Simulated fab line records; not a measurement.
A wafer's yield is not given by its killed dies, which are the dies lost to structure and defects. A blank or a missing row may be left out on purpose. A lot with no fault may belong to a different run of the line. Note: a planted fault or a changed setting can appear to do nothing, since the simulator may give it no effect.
Chamber matching / flow n5 finfet / N5_FIN_SAQP_ETCH_34 on rie diel-01 has 4 sister chambers
The step etches SiO2 in C4F6/O2, target depth 45 nm, time 15 s. 8 wafers are shown with their chamber, then 10 later ones without.

## WAFERS PAIRED WITH THEIR CHAMBERS
wafer=L079.1; chamber=1; throttle valve pct (%)=20.79; showerhead plenum p Torr (Torr)=3.03
wafer=L082.1; chamber=1; throttle valve pct (%)=20.80; showerhead plenum p Torr (Torr)=3.02
wafer=L085.5; chamber=3; throttle valve pct (%)=20.95; showerhead plenum p Torr (Torr)=2.97
wafer=L086.3; chamber=3; throttle valve pct (%)=20.97; showerhead plenum p Torr (Torr)=2.97
wafer=L087.1; chamber=2; throttle valve pct (%)=21.38; showerhead plenum p Torr (Torr)=2.93
wafer=L087.5; chamber=0; throttle valve pct (%)=21.28; showerhead plenum p Torr (Torr)=2.75
wafer=L088.2; chamber=2; throttle valve pct (%)=21.39; showerhead plenum p Torr (Torr)=2.93
wafer=L088.3; chamber=0; throttle valve pct (%)=21.28; showerhead plenum p Torr (Torr)=2.75

## WAFERS WITH NO CHAMBER GIVEN
wafer=L088.5; throttle valve pct (%)=21.39; showerhead plenum p Torr (Torr)=2.93
wafer=L089.1; throttle valve pct (%)=21.28; showerhead plenum p Torr (Torr)=2.75
wafer=L089.2; throttle valve pct (%)=21.41; showerhead plenum p Torr (Torr)=2.93
wafer=L089.4; throttle valve pct (%)=20.99; showerhead plenum p Torr (Torr)=2.97
wafer=L092.4; throttle valve pct (%)=21.30; showerhead plenum p Torr (Torr)=2.74
wafer=L092.5; throttle valve pct (%)=20.82; showerhead plenum p Torr (Torr)=3.01
wafer=L092.6; throttle valve pct (%)=21.39; showerhead plenum p Torr (Torr)=2.93
wafer=L097.1; throttle valve pct (%)=21.42; showerhead plenum p Torr (Torr)=2.92
wafer=L097.3; throttle valve pct (%)=21.30; showerhead plenum p Torr (Torr)=2.74
wafer=L097.6; throttle valve pct (%)=21.32; showerhead plenum p Torr (Torr)=2.74

## CHAMBER TAKEN BY EACH
wafer=L088.5; from the rows above=2; in truth=2
wafer=L089.1; from the rows above=0; in truth=0
wafer=L089.2; from the rows above=2; in truth=2
wafer=L089.4; from the rows above=3; in truth=3
wafer=L092.4; from the rows above=0; in truth=0
wafer=L092.5; from the rows above=1; in truth=1
wafer=L092.6; from the rows above=2; in truth=2
wafer=L097.1; from the rows above=2; in truth=2
wafer=L097.3; from the rows above=0; in truth=0
wafer=L097.6; from the rows above=0; in truth=0
Correctly placed: 10 of 10. Number that these rows cannot place: 0. 0 placed wrongly.
How it was worked out, from the rows above alone: a wafer's distance from a chamber is the root of the sum, over the readings, of the square of ((its reading less the chamber's mean) divided by the reading's scatter). The wafer belongs to the nearest chamber; if the next one is less than 2 further off, it can't be placed. Each chamber's mean is taken over the wafers shown for it. The scatter: the root of (the sum of the squares of (reading less its chamber's mean) over the shown wafers, divided by (wafers less chambers)).
